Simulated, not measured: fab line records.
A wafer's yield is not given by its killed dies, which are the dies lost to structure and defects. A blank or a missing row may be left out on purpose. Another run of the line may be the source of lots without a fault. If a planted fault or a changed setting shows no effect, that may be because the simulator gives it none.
fab line records	flow nand_harc
record: lots: 6	wafers: 18	last_day: 33
route steps=1302 shown A_SGD_CUT@898 A_SLIT@922 END@1302
lots that met no fault: taken from a fault-free run of the same line
start_h: hours from the record's first day to the start of the lot's first wafer shown	wait_h: time in hours since the lot's previous step	" identical to the entry in the row above	L1.1+2: a row that stands for several wafers	- no value, or no start given	* or withheld: withheld	< > ~ a bound
route shown NAME@n: NAME is a module with steps in the file, n the number in the route of the first one	usual: the fault-free wafers' mean and standard deviation	same: alike in all rows	chamber/n: place in a boat	sites: each site's reading	_std_site: the standard deviation of these	_edge_site: the outer-site mean with the inner-site mean subtracted	radius_mm: how far each site lies from the wafer's centre	mask NAME#n: copy n	behind: tool/chamber where the wafer was last shaped	hold: what put the lot on hold/how long, in hours/how the hold closed	device: names the non-switching transistor (n, p or np)	end of line: the route-end tests of the same wafers	a step without rows: its recipe alone	killed: dies lost to structure and defects at the first sort, not the wafer's yield	map: shows each die of a wafer: x if killed, . if not, _ if none is there
set.NAME: setting as actually run; set.NAME@STEP: the setting as run at that earlier step	model.NAME: the simulator's own value behind a step, which no gauge read
a table for each step, a row for each wafer; lots at some steps of the route
services: from which hour (start_h, from the record's first day; less than 0 if before it) a tool's chamber was out of use, for how many hours, and why
== steps ==
step: NHARC_A_SGD_CUT_EXPOSE_06
recipe: na: 1.35	dose_mj: 85.59	mask_id: SGD
step: NHARC_A_SGD_CUT_PEB_07
recipe: peb_temp_c: 100	peb_time_s: 65
step: NHARC_A_SGD_CUT_DEVELOP_08
recipe: develop_time_s: 35	dev_temp_c: 23
step: NHARC_A_SGD_CUT_CD_MEAS_09
recipe: target_cd_nm: 100	landing_energy_ev: 500
usual: cd_nm: 100.0/0.67
lot.wafer	tool	chamber	start_h	wait_h	cd_nm
L862.3	cd_sem-03	0	510.37	-	99.4
L862.4	"	0	"	"	99.3
L862.6	"	0	"	"	99.8
L865.1	cd_sem-01	0	532.42	-	99.5
L865.3	"	0	"	"	99.9
L865.4	"	0	"	"	99.9
L867.1	cd_sem-03	0	554.97	-	99.1
L867.2	"	0	"	"	100.6
L867.4	"	0	"	"	100.4
L868.2	cd_sem-02	0	587.77	-	100.8
L868.4	"	0	"	"	100.5
L868.5	"	0	"	"	101.3
L876.3	cd_sem-02	0	656.35	-	100.1
L876.4	"	0	"	"	99.0
L876.6	"	0	"	"	98.8
L877.2	cd_sem-01	0	660.58	-	99.0
L877.3	"	0	"	"	98.8
L877.5	"	0	"	"	99.0
step: NHARC_A_SGD_CUT_OVL_MEAS_10
usual: overlay_x_nm: -0.1/0.78	overlay_y_nm: -0.1/0.83
lot.wafer	tool	chamber	start_h	wait_h	overlay_x_nm	overlay_y_nm
L862.3	overlay-01	-	510.45	-	-0.9	-0.9
L862.4	"	-	"	"	-0.9	0.1
L862.6	"	-	"	"	-0.6	0.2
L865.1	overlay-02	-	532.51	-	-0.9	0.4
L865.3	"	-	"	"	-0.3	0.4
L865.4	"	-	"	"	-0.6	0.4
L867.1	overlay-01	-	555.06	-	1.1	0.0
L867.2	"	-	"	"	1.5	-0.1
L867.4	"	-	"	"	0.7	-0.1
L868.2	overlay-02	-	587.87	-	-0.4	-1.0
L868.4	"	-	"	"	-0.7	-0.7
L868.5	"	-	"	"	-0.9	-0.3
L876.3	overlay-02	-	656.44	-	0.4	-0.9
L876.4	"	-	"	"	0.6	-1.0
L876.6	"	-	"	"	0.4	-1.2
L877.2	overlay-01	-	660.67	-	0.4	-1.1
L877.3	"	-	"	"	0.3	-1.2
L877.5	"	-	"	"	0.6	-1.2
step: NHARC_A_SGD_CUT_INSPECT_11
usual: raw_defect_count: 55/28
lot.wafer	tool	chamber	start_h	wait_h	raw_defect_count
L862.3	defect_inspect-02	-	510.49	0.0	123
L862.4	"	-	"	"	117
L862.6	"	-	"	"	114
L865.1	defect_inspect-02	-	532.54	0.0	73
L865.3	"	-	"	"	81
L865.4	"	-	"	"	69
L867.1	defect_inspect-01	-	555.10	0.0	56
L867.2	"	-	"	"	85
L867.4	"	-	"	"	44
L868.2	defect_inspect-02	-	587.91	0.0	49
L868.4	"	-	"	"	45
L868.5	"	-	"	"	34
L876.3	defect_inspect-01	-	656.47	0.0	16
L876.4	"	-	"	"	10
L876.6	"	-	"	"	10
L877.2	defect_inspect-02	-	660.71	0.0	68
L877.3	"	-	"	"	71
L877.5	"	-	"	"	66
step: NHARC_A_SGD_CUT_DESCUM_14
recipe: time_s: 3	o2_flow_sccm: 200	ar_flow_sccm: 0	bias_power_w: 0	chemistry: O2
step: NHARC_A_SGD_CUT_ETCH_58
recipe: target_depth_a: 390	over_etch_frac: 0.3	time_s: 65	ion_energy_ev: 80	cf4_flow_sccm: 150	ar_flow_sccm: 0	rf_w: 300	bias_w: 100	chemistry: CF4
step: NHARC_A_SGD_CUT_ETCH_59
recipe: target_depth_a: 2600	over_etch_frac: 0.25	time_s: 406.25	ion_energy_ev: 200	n2_flow_sccm: 150	h2_flow_sccm: 150	ar_flow_sccm: 0	rf_w: 400	bias_w: 150	chemistry: N2/H2
usual: drypump_motor_current_A: 5.9/0.45	oes_product_au: 0.999/0.014	rf_vpp_V: 430.2/2.4	showerhead_plenum_p_Torr: 2.03/0.085	throttle_valve_pct: 14.174/0.0091
same: time_s: 406.25
lot.wafer	tool	chamber	start_h	wait_h	drypump_motor_current_A	oes_product_au	rf_hours_counter_h	rf_vpp_V	showerhead_plenum_p_Torr	throttle_valve_pct
L862.3	rie_diel-09	3	-	-	5.5	0.995	0	429.8	2.01	14.167
L862.4	"	2	"	"	4.8	1.018	0	430.1	2.04	14.186
L862.6	"	3	"	"	5.5	1.004	-	428.7	2.01	14.168
L865.4	rie_diel-09	1	-	-	5.4	1.015	1	433.5	2.07	14.164
L865.3	"	2	"	"	4.8	1.013	1	429.5	2.04	14.177
L865.1	"	3	"	"	5.5	0.996	1	429.0	2.00	14.169
L867.4	rie_diel-08	0	-	-	5.8	1.003	0	431.4	2.08	14.182
L867.2	"	1	"	"	5.7	0.976	0	429.6	2.00	14.165
L867.1	"	2	"	"	6.3	0.996	0	428.2	1.94	14.171
L868.2	rie_diel-08	1	-	-	5.7	0.975	2	429.9	2.00	14.176
L868.4	"	2	"	"	6.3	0.989	2	427.6	1.94	14.180
L868.5	"	0	"	"	5.8	1.007	-	431.2	2.08	14.179
L876.3	rie_diel-08	1	-	-	5.7	0.965	6	428.8	2.00	14.174
L876.4	"	0	"	"	5.8	1.009	7	432.4	2.08	14.190
L876.6	"	2	"	"	6.3	1.011	-	426.9	1.94	14.163
L877.3	rie_diel-08	1	-	-	5.7	0.958	7	430.3	2.00	14.170
L877.2	"	2	"	"	6.3	0.997	8	427.7	1.94	14.171
L877.5	"	3	"	"	5.9	1.004	-	433.7	2.17	14.180
step: NHARC_A_SGD_CUT_ETCH_15
recipe: target_depth_a: 750	time_s: 64.3	ch3f_flow_sccm: 50	o2_flow_sccm: 30	ar_flow_sccm: 200	rf_w: 500	bias_w: 100	chemistry: CH3F/O2
step: NHARC_A_SGD_CUT_ETCH_16
recipe: target_depth_a: 3105	time_s: 155.2	c4f8_flow_sccm: withheld	o2_flow_sccm: 8	ar_flow_sccm: withheld	rf_w: 600	bias_w: 800	chemistry: C4F8/O2/Ar
step: NHARC_A_SGD_CUT_STRIP_60
recipe: c4f8_flow_sccm: withheld	o2_flow_sccm: 8	ar_flow_sccm: withheld	bias_w: 0	chemistry: C4F8/O2/Ar
step: NHARC_A_SGD_CUT_STRIP_17
recipe: o2_flow_sccm: 500	ar_flow_sccm: 0	bias_w: 0	chemistry: O2
usual: drypump_motor_current_A: 5.9/0.45	oes_product_au: 0.999/0.014	rf_vpp_V: 57.8/0.83	showerhead_plenum_p_Torr: 3.51/0.13	throttle_valve_pct: 17.036/0.0089
lot.wafer	tool	chamber	start_h	wait_h	drypump_motor_current_A	oes_product_au	rf_hours_counter_h	rf_vpp_V	showerhead_plenum_p_Torr	throttle_valve_pct
L862.4	rie_diel-09	0	511.35	-	6.5	0.990	0	57.7	3.29	17.024
L862.3	"	3	"	"	5.5	0.992	1	58.0	3.47	17.035
L862.6	"	0	"	"	6.5	0.990	-	56.2	3.29	17.020
L865.1	rie_diel-09	1	533.38	-	5.4	1.013	1	58.2	3.57	17.029
L865.3	"	2	"	"	4.8	1.018	1	59.4	3.53	17.040
L865.4	"	0	"	"	6.5	0.999	1	58.3	3.29	17.026
L867.2	rie_diel-08	3	555.94	-	5.9	1.025	0	58.6	3.73	17.033
L867.4	"	0	"	"	5.8	0.996	0	57.2	3.59	17.040
L867.1	"	2	"	"	6.3	0.983	0	56.1	3.37	17.058
L868.2	rie_diel-08	2	588.77	-	6.3	0.988	2	58.6	3.37	17.034
L868.4	"	0	"	"	5.8	1.009	2	58.2	3.59	17.041
L868.5	"	2	"	"	6.3	0.997	-	57.5	3.37	17.031
L876.3	rie_diel-08	0	657.33	-	5.8	1.008	7	58.9	3.59	17.044
L876.4	"	1	"	"	5.7	0.961	7	57.9	3.47	17.047
L876.6	"	3	"	"	5.9	1.033	-	58.3	3.73	17.029
L877.2	rie_diel-08	1	661.56	-	5.7	0.964	7	58.0	3.47	17.030
L877.3	"	3	"	"	5.9	1.023	8	58.8	3.73	17.022
L877.5	"	2	"	"	6.3	1.005	-	56.9	3.37	17.029
step: NHARC_A_SGD_CUT_PRECLEAN_18
recipe: time_s: *	temp_c: 50	bath_age_min: 0	chemistry: SC1
step: NHARC_A_SGD_CUT_SRD_19
step: NHARC_A_SGD_CUT_DEP_20
recipe: target_thk_a: 1500	temp_c: 65	material: SiO2
step: NHARC_A_SGD_CUT_ANNEAL_27
recipe: temp_c: 450	time_s: 1800
step: NHARC_A_SGD_CUT_CMP_21
recipe: target_thk_nm: 148.19
step: NHARC_A_SGD_CUT_THK_MEAS_22
recipe: thk_meas_gauge: ellipsometry
usual: thk_nm: 148.4/1.6
lot.wafer	tool	chamber	start_h	wait_h	thk_nm
L862.3	film_metro-02	-	516.95	0.2	151.3
L862.4	"	-	"	"	148.7
L862.6	"	-	"	"	146.7
L865.1	film_metro-01	-	538.71	0.2	147.5
L865.3	"	-	"	"	146.3
L865.4	"	-	"	"	148.7
L867.1	film_metro-01	-	561.31	0.2	148.0
L867.2	"	-	"	"	147.9
L867.4	"	-	"	"	147.8
L868.2	film_metro-02	-	594.34	0.2	146.2
L868.4	"	-	"	"	149.4
L868.5	"	-	"	"	147.6
L876.3	film_metro-02	-	662.70	0.2	149.0
L876.4	"	-	"	"	147.7
L876.6	"	-	"	"	149.2
L877.2	film_metro-02	-	666.78	0.2	149.8
L877.3	"	-	"	"	147.7
L877.5	"	-	"	"	147.9
step: NHARC_A_SGD_CUT_SRD_23
step: NHARC_A_SGD_CUT_ETCH_26
recipe: target_depth_a: 458	chemistry: dHF	material: SiO2
step: NHARC_A_SGD_CUT_ETCHBACK_24
recipe: target_depth_a: 500	over_etch_frac: 0.3	time_s: 92.857	ion_energy_ev: 120	ch3f_flow_sccm: 50	o2_flow_sccm: 30	ar_flow_sccm: 200	rf_w: 500	bias_w: 100	chemistry: CH3F/O2
step: NHARC_A_SGD_CUT_STRIP_28
recipe: time_s: 20	o2_flow_sccm: 500	ar_flow_sccm: 0	bias_w: 0	chemistry: O2
step: NHARC_A_SLIT_DEP_25
recipe: target_thk_a: 2000	temp_c: 400	pressure_torr: 6.5	rf_w: 900	teos_flow_sccm: 161.4	flow_sccm: 2650	target_thk_nm: 200	gas: O2	material: SiO2
step: NHARC_A_SLIT_DEP_00
recipe: target_thk_a: 62000	temp_c: 400	material: aC
step: NHARC_A_SLIT_DEP_23
recipe: target_thk_a: 1000	target_thk_nm: 100	temp_c: 400	pressure_torr: 3.5	flow_sccm: 200	rf_w: 350	material: SiON
step: NHARC_A_SLIT_DEHYDRATE_01
recipe: temp_c: 150	time_s: 120
step: NHARC_A_SLIT_HMDS_02
recipe: time_s: 30
step: NHARC_A_SLIT_COAT_03
recipe: spin_rpm: 1500	resist_thk_nm: 90
step: NHARC_A_SLIT_SOFTBAKE_04
recipe: temp_c: 105	time_s: 55
step: NHARC_A_SLIT_EBR_05
step: NHARC_A_SLIT_EXPOSE_06
recipe: na: 1.35	dose_mj: 60.82	mask_id: SLIT
step: NHARC_A_SLIT_PEB_07
recipe: peb_temp_c: 100	peb_time_s: 65
step: NHARC_A_SLIT_DEVELOP_08
recipe: develop_time_s: 35	dev_temp_c: 23
step: NHARC_A_SLIT_CD_MEAS_09
recipe: target_cd_nm: 300	landing_energy_ev: 500
usual: cd_nm: 299.9/0.66
lot.wafer	tool	chamber	start_h	wait_h	cd_nm
L862.3	cd_sem-03	0	524.87	-	301.9
L862.4	"	0	"	"	299.9
L862.6	"	0	"	"	300.4
L865.1	cd_sem-02	0	545.97	-	300.2
L865.3	"	0	"	"	301.3
L865.4	"	0	"	"	300.1
L867.1	cd_sem-03	0	567.49	-	299.3
L867.2	"	0	"	"	300.0
L867.4	"	0	"	"	299.3
L868.2	cd_sem-03	0	599.85	-	299.9
L868.4	"	0	"	"	299.1
L868.5	"	0	"	"	300.1
L876.3	cd_sem-01	0	668.47	-	300.4
L876.4	"	0	"	"	299.8
L876.6	"	0	"	"	300.0
L877.2	cd_sem-02	0	679.88	-	300.3
L877.3	"	0	"	"	299.4
L877.5	"	0	"	"	299.2
step: NHARC_A_SLIT_OVL_MEAS_10
usual: overlay_x_nm: 0.1/0.84	overlay_y_nm: 0.0/0.91
lot.wafer	tool	chamber	start_h	wait_h	overlay_x_nm	overlay_y_nm
L862.3	overlay-02	-	524.95	-	-1.3	0.3
L862.4	"	-	"	"	-0.6	0.2
L862.6	"	-	"	"	-0.8	-0.4
L865.1	overlay-01	-	546.06	-	0.5	-0.7
L865.3	"	-	"	"	0.5	-0.1
L865.4	"	-	"	"	0.4	-0.3
L867.1	overlay-02	-	567.58	-	-0.3	-1.9
L867.2	"	-	"	"	0.0	-1.3
L867.4	"	-	"	"	-0.1	-1.4
L868.2	overlay-02	-	599.94	-	1.5	1.6
L868.4	"	-	"	"	1.1	1.6
L868.5	"	-	"	"	1.1	1.5
L876.3	overlay-01	-	668.55	-	0.0	-0.4
L876.4	"	-	"	"	0.7	-0.1
L876.6	"	-	"	"	0.8	0.0
L877.2	overlay-01	-	679.97	-	-0.1	1.3
L877.3	"	-	"	"	0.5	1.1
L877.5	"	-	"	"	0.2	0.8
step: NHARC_A_SLIT_DESCUM_14
recipe: time_s: 3	o2_flow_sccm: 200	ar_flow_sccm: 0	bias_power_w: 0	chemistry: O2
usual: drypump_motor_current_A: 5.8/0.3	oes_product_au: 1.001/0.011	rf_vpp_V: 57.7/0.94	showerhead_plenum_p_Torr: 1.90/0.098	throttle_valve_pct: 11.312/0.0089
same: time_s: 3
lot.wafer	tool	chamber	start_h	wait_h	drypump_motor_current_A	oes_product_au	rf_hours_counter_h	rf_vpp_V	showerhead_plenum_p_Torr	throttle_valve_pct
L862.3	rie_diel-01	0	525.05	0.1	6.0	0.993	10	56.4	1.80	11.301
L862.4	"	2	"	"	5.8	0.989	7	57.1	2.05	11.314
L862.6	"	0	"	"	6.1	0.998	-	55.9	1.80	11.301
L865.3	rie_diel-02	3	546.16	0.1	6.2	1.021	7	57.2	1.95	11.312
L865.1	"	0	"	"	6.3	0.998	6	57.2	1.79	11.304
L865.4	"	1	"	"	5.7	0.999	6	58.3	2.01	11.313
L867.1	rie_diel-01	1	567.68	0.1	5.4	1.009	0	56.4	1.82	11.306
L867.2	"	0	"	"	6.0	1.006	0	57.6	1.80	11.317
L867.4	"	1	"	"	5.4	0.993	-	57.9	1.82	11.324
L868.4	rie_diel-07	1	600.05	0.1	5.5	1.000	4	58.0	1.90	11.304
L868.2	"	2	"	"	5.6	1.002	5	56.5	1.77	11.329
L868.5	"	3	"	"	5.3	0.986	-	59.7	1.83	11.313
L876.3	rie_diel-07	1	668.66	0.1	5.4	1.019	0	59.1	1.90	11.321
L876.6	"	1	"	"	5.5	1.018	-	57.9	1.90	11.314
L876.4	"	3	"	"	5.3	0.992	-	57.5	1.83	11.290
L877.2	rie_diel-07	0	680.06	0.1	5.9	1.003	1	58.4	2.02	11.330
L877.3	"	1	"	"	5.5	1.016	1	56.4	1.90	11.305
L877.5	"	0	"	"	5.9	1.014	-	58.5	2.02	11.304
step: NHARC_A_SLIT_ETCH_24
recipe: target_depth_a: 1210	time_s: 60.5	cf4_flow_sccm: 100	chf3_flow_sccm: 30	ar_flow_sccm: 0	rf_w: 500	bias_w: 200	chemistry: CF4/CHF3
usual: drypump_motor_current_A: 5.74/0.29	oes_product_au: 0.965/0.017	rf_vpp_V: 370.3/2.6	showerhead_plenum_p_Torr: 1.57/0.076	throttle_valve_pct: 16.802/0.0096
same: time_s: 60.5
lot.wafer	tool	chamber	start_h	wait_h	drypump_motor_current_A	oes_product_au	rf_hours_counter_h	rf_vpp_V	showerhead_plenum_p_Torr	throttle_valve_pct
L862.4	rie_diel-01	1	525.15	0.1	5.41	0.965	9	368.2	1.50	16.783
L862.3	"	2	"	"	5.72	0.973	7	375.4	1.68	16.790
L862.6	"	0	"	"	6.00	0.954	-	366.8	1.48	16.819
L865.1	rie_diel-02	1	546.24	0.1	5.70	0.955	6	372.4	1.65	16.791
L865.3	"	2	"	"	5.87	0.977	6	369.2	1.53	16.805
L865.4	"	0	"	"	6.32	0.950	6	367.1	1.48	16.794
L867.1	rie_diel-01	0	567.78	0.1	6.03	0.954	0	366.7	1.48	16.809
L867.2	"	1	"	"	5.40	0.954	0	368.7	1.50	16.804
L867.4	"	1	"	"	5.39	0.963	-	370.3	1.50	16.814
L868.4	rie_diel-07	3	600.13	0.1	5.27	0.964	5	368.8	1.51	16.798
L868.2	"	0	"	"	5.92	0.970	4	373.4	1.66	16.800
L868.5	"	1	"	"	5.43	0.983	-	368.7	1.56	16.782
L876.3	rie_diel-07	3	668.75	0.1	5.28	0.956	0	368.4	1.51	16.805
L876.4	"	3	"	"	5.31	0.959	-	369.6	1.51	16.804
L876.6	"	0	"	"	5.92	0.964	-	374.5	1.66	16.802
L877.2	rie_diel-07	0	680.15	0.1	5.90	0.979	1	373.6	1.66	16.800
L877.3	"	1	"	"	5.53	0.984	1	370.4	1.56	16.800
L877.5	"	1	"	"	5.48	0.970	-	371.0	1.56	16.812
step: NHARC_A_SLIT_ETCH_15
recipe: target_depth_a: 62000	over_etch_frac: 0.3	time_s: 1612	ion_energy_ev: 150	o2_flow_sccm: 400	cos_flow_sccm: 20	ar_flow_sccm: 0	rf_w: 500	bias_w: 300	chemistry: O2/COS
usual: cos_flow_sccm: 19.99/0.065	drypump_motor_current_A: 5.77/0.3	oes_product_au: 1.001/0.011	rf_vpp_V: 313.9/2.3	showerhead_plenum_p_Torr: 3.10/0.15	throttle_valve_pct: 28.330/0.0081
same: time_s: 1612
lot.wafer	tool	chamber	start_h	wait_h	cos_flow_sccm	drypump_motor_current_A	oes_product_au	rf_hours_counter_h	rf_vpp_V	showerhead_plenum_p_Torr	throttle_valve_pct
L862.4	rie_diel-01	3	-	-	19.92	5.87	0.981	8	316.9	3.29	28.335
L862.3	"	2	"	"	20.07	5.77	1.009	8	317.7	3.33	28.309
L862.6	"	3	"	"	19.96	5.87	0.990	-	316.3	3.29	28.346
L865.4	rie_diel-02	1	-	-	19.86	5.70	0.992	6	316.9	3.27	28.341
L865.3	"	2	"	"	20.01	5.82	1.016	7	312.7	3.03	28.326
L865.1	"	3	"	"	19.99	6.21	1.015	7	314.9	3.18	28.328
L867.1	rie_diel-01	2	-	-	19.96	5.78	0.988	0	317.6	3.32	28.333
L867.2	"	1	"	"	19.99	5.40	0.998	0	311.3	2.98	28.336
L867.4	"	2	"	"	19.89	5.74	1.001	-	317.6	3.32	28.326
L868.2	rie_diel-07	0	-	-	20.03	5.88	1.012	5	315.0	3.29	28.331
L868.4	"	2	"	"	19.89	5.65	1.001	5	311.5	2.90	28.332
L868.5	"	3	"	"	19.99	5.34	0.995	-	310.5	3.00	28.340
L876.3	rie_diel-07	3	-	-	19.97	5.31	0.986	0	314.2	2.99	28.329
L876.6	"	0	"	"	19.96	5.92	1.010	-	316.5	3.29	28.329
L876.4	"	3	"	"	19.94	5.32	0.978	-	313.2	2.99	28.332
L877.3	rie_diel-07	1	-	-	19.98	5.49	1.010	2	312.6	3.10	28.326
L877.2	"	2	"	"	19.95	5.66	0.995	1	310.9	2.90	28.329
L877.5	"	1	"	"	19.98	5.50	1.005	-	313.4	3.10	28.334
step: NHARC_A_SLIT_ETCH_17
recipe: bias_v: 900	source_w: withheld	pressure_mtorr: 20	ar_flow_sccm: 375	c4f8_flow_sccm: 83.3	o2_flow_sccm: 41.7	time_s: 4254.5	target_depth_a: 2.03e+05	chemistry: C4F8/O2/Ar
usual: drypump_motor_current_A: 5.98/0.096	showerhead_plenum_p_Torr: 3.68/0.099	throttle_valve_pct: 32.045/0.0091
same: time_s: 4254.5
lot.wafer	tool	chamber	start_h	wait_h	drypump_motor_current_A	rf_hours_counter_h	showerhead_plenum_p_Torr	throttle_valve_pct
L862.4	har_etch-02	0	527.63	-	6.11	-	3.67	32.045
L862.3	"	1	"	"	6.04	-	3.88	32.037
L862.6	"	1	529.43	-	6.04	-	3.88	32.024
L865.1	har_etch-01	1	548.04	-	5.91	298	3.62	32.033
L865.4	"	0	"	"	5.96	-	3.62	32.039
L865.3	"	1	"	"	5.90	-	3.62	32.069
L867.1	har_etch-02	0	569.19	-	6.10	104	3.65	32.038
L867.2	"	1	"	"	6.06	104	3.86	32.050
L867.4	"	1	571.03	-	6.04	-	3.86	32.064
L868.2	har_etch-01	1	601.27	-	5.83	325	3.61	32.055
L868.4	"	0	603.07	-	5.95	-	3.61	32.058
L868.5	"	0	604.27	-	5.97	-	3.61	32.042
L876.3	har_etch-02	1	671.37	-	6.05	-	3.83	32.038
L876.4	"	0	"	"	6.11	-	3.62	32.032
L876.6	"	0	673.19	-	6.13	-	3.63	32.039
L877.2	har_etch-01	1	681.92	-	5.92	375	3.58	32.051
L877.3	"	1	683.13	-	5.93	-	3.58	32.036
L877.5	"	0	"	"	5.97	-	3.58	32.050
step: NHARC_END_SORT_01
recipe: temp_c: 25
usual: killed_at_array: 56/17	killed_at_other: 0.9/1.2	killed_at_periphery: 3.9/2.5	killed_dies: 61/17	killed_open: 3.2/1.8	killed_short: 2.7/1.7
same: gross_dies: 677
lot.wafer	tool	chamber	start_h	wait_h	killed_at_array	killed_at_other	killed_at_periphery	killed_dies	killed_open	killed_short
L865.1	prober-01	0	661.53	2.5	69	0	3	72	2	3
L865.3	prober-01	0	663.12	3.1	67	0	2	69	1	1
L865.4	prober-01	0	663.91	3.4	95	0	0	95	3	3
L867.1	prober-02	0	685.12	2.5	55	0	3	58	2	0
L867.2	prober-02	0	685.91	2.8	65	1	5	71	7	1
L867.4	prober-02	0	687.51	3.4	46	0	9	55	1	3
L876.4	prober-01	0	781.12	3.4	110	1	1	112	2	2
L877.2	prober-02	0	801.06	2.8	132	0	3	135	2	1
killed by level:class
L865.1 A_CHANNEL_HOLE_D1:chamber_film_flake=29 A_SLIT:chamber_film_flake=12 A_CONTACT:chamber_film_flake=11 A_CHANNEL_HOLE_D2:chamber_film_flake=9 A_STAIRCASE:chamber_film_flake=2 P_STI:geometric_particle:short=1 P_CONTACT:geometric_particle:open=1 A_CHANNEL_FILL_D1:geometric_particle:short=1
L865.3 A_CHANNEL_HOLE_D1:chamber_film_flake=34 A_SLIT:chamber_film_flake=14 A_CONTACT:chamber_film_flake=11 A_CHANNEL_HOLE_D2:chamber_film_flake=6 P_M1:geometric_particle:short=1 A_CHANNEL_HOLE_D1:geometric_particle:open=1 P_M0:chamber_film_flake=1 A_DECK1_JOINT:chamber_film_flake=1
L865.4 A_SLIT:chamber_film_flake=35 A_CHANNEL_HOLE_D1:chamber_film_flake=32 A_CONTACT:chamber_film_flake=13 A_CHANNEL_HOLE_D2:chamber_film_flake=9 A_CHANNEL_HOLE_D1:geometric_particle:short=1 A_ONON_D2:geometric_particle:open=1 A_CHANNEL_FILL_D2:geometric_particle:short=1 A_CHANNEL_FILL_D2:geometric_particle:open=1
L867.1 A_CHANNEL_HOLE_D1:chamber_film_flake=30 A_CONTACT:chamber_film_flake=10 A_SGD_CUT:chamber_film_flake=8 A_SLIT:chamber_film_flake=3 P_GATE:chamber_film_flake=2 P_M0:geometric_particle:open=1 A_CHANNEL_FILL_D1:geometric_particle:open=1 A_ZERO_WELL:chamber_film_flake=1
L867.2 A_CHANNEL_HOLE_D1:chamber_film_flake=39 A_SGD_CUT:chamber_film_flake=7 A_SLIT:chamber_film_flake=5 P_GATE:chamber_film_flake=3 A_CONTACT:chamber_film_flake=3 A_CHANNEL_FILL_D2:geometric_particle:open=2 A_ZERO_WELL:chamber_film_flake=2 P_M0:geometric_particle:open=1
L867.4 A_CHANNEL_HOLE_D1:chamber_film_flake=29 A_CONTACT:chamber_film_flake=7 P_GATE:chamber_film_flake=5 A_SGD_CUT:chamber_film_flake=4 A_SGD_CUT:geometric_particle:short=2 P_STI:chamber_film_flake=2 A_SLIT:chamber_film_flake=2 P_M0:geometric_particle:open=1
L876.4 A_SGD_CUT:unspecified=83 A_SLIT:chamber_film_flake=8 A_STAIRCASE:chamber_film_flake=7 A_CONTACT:chamber_film_flake=5 A_WL_FILL:geometric_particle:open=2 A_CHANNEL_HOLE_D1:chamber_film_flake=2 A_CHANNEL_HOLE_D2:geometric_particle:short=1 A_CHANNEL_FILL_D2:geometric_particle:short=1
L877.2 A_SGD_CUT:unspecified=81 A_CHANNEL_HOLE_D1:chamber_film_flake=14 A_SLIT:chamber_film_flake=13 A_CHANNEL_HOLE_D2:chamber_film_flake=12 A_CHANNEL_FILL_D2:chamber_film_flake=3 P_ZERO_WELL:chamber_film_flake=2 A_DECK1_JOINT:chamber_film_flake=2 A_STAIRCASE:chamber_film_flake=2
map L876.4 (x killed, . not)
____________.____________
_________....x.._________
_______....x......_______
______.......x.....______
_____......x........_____
____........x.x....x.____
____....x..........x.____
___................x..___
___.....xx.........x..___
__..x.x.......x........__
__..x.x......x..x......__
_....x.................._
_......x................_
_x...x.................._
_xxxxx..........x......._
_xxxxxx................._
xxxxxxx..................
xxxxxxxx.................
xxxxxxx..................
xxxxxxx.................x
xxxxxxx..................
_xxxxxxxx..............._
_xxxxxxx................_
_xxxxxx..x.........x...._
_xxxxxx................._
_xxxxx.................._
__.....................__
__x..x.................__
___xx.................___
___...................___
____.x...............____
____.................____
_____..............._____
______.............______
_______..........._______
_________......._________
____________.____________
map L877.2 (x killed, . not)
____________.____________
_________......._________
_______..........._______
______.............______
_____..............._____
____.......x........x____
____..............x..____
___..............x....___
___...................___
__..............x......__
__.....................__
_x......................_
_.........x............._
_x......................_
_xxxx..................._
_xxx.x................x._
xxxxxx.........xxx.......
xxxxxxx.......x.xx.......
xxxxxxxx.......x.x..x....
xxxxxxxx.................
xxxxxxx......x.x.x.......
_xxxxxxx.....x.x..x....._
_xxxxxxx................_
_xxxxxxx.....x.x........_
_xxxxx.................._
_xxxxxx................._
__xxx......x...........__
__x..................x.__
___........x.....xx.x.___
___.........x.....xxxx___
____............xxxxx____
____..............xxx____
_____..........xxxxx_____
______..........xxx______
_______........x.x_______
_________......._________
____________.____________
== services ==
tool	chamber	start_h	hours	kind
rie_diel-01	1	488.87	2.8	repair
rie_diel-09	-	497.10	9.0	pm
rie_diel-02	2	506.94	11.9	repair
rie_diel-08	2	524.54	2.7	repair
rie_diel-08	-	544.83	9.0	pm
rie_diel-01	-	558.31	9.0	pm
rie_diel-09	-	560.14	0.2	repair
rie_diel-02	-	562.29	1.1	repair
rie_diel-02	-	570.70	9.0	pm
rie_diel-02	0	613.02	13.6	repair
rie_diel-08	0	613.20	2.5	repair
rie_diel-09	-	613.93	0.1	repair
rie_diel-09	2	615.66	3.9	repair
rie_diel-09	0	621.43	15.2	repair
har_etch-01	-	629.44	0.3	repair
rie_diel-08	2	644.71	5.8	repair
rie_diel-07	-	648.26	9.0	pm
rie_diel-09	1	648.29	4.8	repair
rie_diel-08	1	652.25	2.2	repair
rie_diel-01	1	657.18	6.9	repair
rie_diel-01	-	659.24	0.2	repair
rie_diel-07	2	666.98	6.3	repair
rie_diel-09	-	674.10	9.0	pm
rie_diel-01	3	677.42	9.3	repair
== key ==
first_sign: step: NHARC_END_SORT_01	reading: killed_at_array	direction: up	sigmas: 3.8	usual: 56	struck: 121
effect: step: NHARC_END_SORT_01	reading: killed_dies	direction: up	sigmas: 3.7	usual: 61	struck: 124
more_kills_born_at: NHARC_A_SGD_CUT_STRIP_17@rie_diel-08: 163
met_at NHARC_A_SGD_CUT_STRIP_17
struck_wafers L876.4,L877.2
tester_left_out L876,L877
fault: kind: chamber_particle_source	tool: rie_diel-08	chamber: 1	onset_h: 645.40	steps: NHARC_A_SGD_CUT_STRIP_17	rate_per_visit_cm2: 1.8965	end_h: 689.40
tester_left_out: of these lots the tester's yield and bins aren't shown, on N5 and GAA mostly nor the transistor test; their killed dies are dies lost to structure and defects alone, not to doping, threshold or leakage, so they don't give the yield
